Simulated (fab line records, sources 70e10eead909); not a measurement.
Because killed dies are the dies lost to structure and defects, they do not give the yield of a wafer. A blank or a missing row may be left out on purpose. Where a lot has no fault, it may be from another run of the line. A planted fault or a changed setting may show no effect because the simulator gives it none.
Chamber matching :: flow nand_harc :: NHARC_A_STAIRCASE_TRIM_24 on rie_diel-03: 4 sister chambers
The step chemistry O2, time 211.2 s. 4 wafers are shown with their chamber, then 8 later ones without.

== WAFERS, EACH WITH ITS CHAMBER ==
wafer: L639.1
chamber: 2
showerhead_plenum_p_Torr (Torr): 3.28

wafer: L640.3
chamber: 0
showerhead_plenum_p_Torr (Torr): 3.47

wafer: L647.6
chamber: 3
showerhead_plenum_p_Torr (Torr): 3.48

wafer: L648.1
chamber: 1
showerhead_plenum_p_Torr (Torr): 3.61

== WAFERS WITHOUT THEIR CHAMBER ==
wafer: L648.2
showerhead_plenum_p_Torr (Torr): 3.48

wafer: L648.5
showerhead_plenum_p_Torr (Torr): 3.61

wafer: L652.1
showerhead_plenum_p_Torr (Torr): 3.45

wafer: L652.3
showerhead_plenum_p_Torr (Torr): 3.61

wafer: L652.6
showerhead_plenum_p_Torr (Torr): 3.61

wafer: L653.2
showerhead_plenum_p_Torr (Torr): 3.78

wafer: L653.4
showerhead_plenum_p_Torr (Torr): 3.45

wafer: L653.6
showerhead_plenum_p_Torr (Torr): 3.60

== CHAMBER TAKEN BY EACH ==
wafer: L648.2
from the rows above: can't be placed: 3 or 0
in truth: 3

wafer: L648.5
from the rows above: 1
in truth: 1

wafer: L652.1
from the rows above: can't be placed: 0 or 3
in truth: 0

wafer: L652.3
from the rows above: 1
in truth: 1

wafer: L652.6
from the rows above: 1
in truth: 1

wafer: L653.2
from the rows above: 1
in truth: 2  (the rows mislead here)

wafer: L653.4
from the rows above: can't be placed: 0 or 3
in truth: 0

wafer: L653.6
from the rows above: can't be placed: 1 or 3 or 0
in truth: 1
Placed correctly: 3 of 8. These rows do not allow placing 4 (true chamber among the candidates in 4). Wrongly placed: 1.
How it was worked out, from the rows above alone: a wafer's distance from a chamber is the root of the sum, over the readings, of the square of ((its reading less the chamber's mean) divided by the reading's scatter). The wafer belongs to the nearest chamber; if the next one is less than 2 further off, it can't be placed. Each chamber's mean is taken over the wafers shown for it. The scatter: root of mean squared gap, hidden wafer to nearest shown wafer, with one shown wafer a chamber.
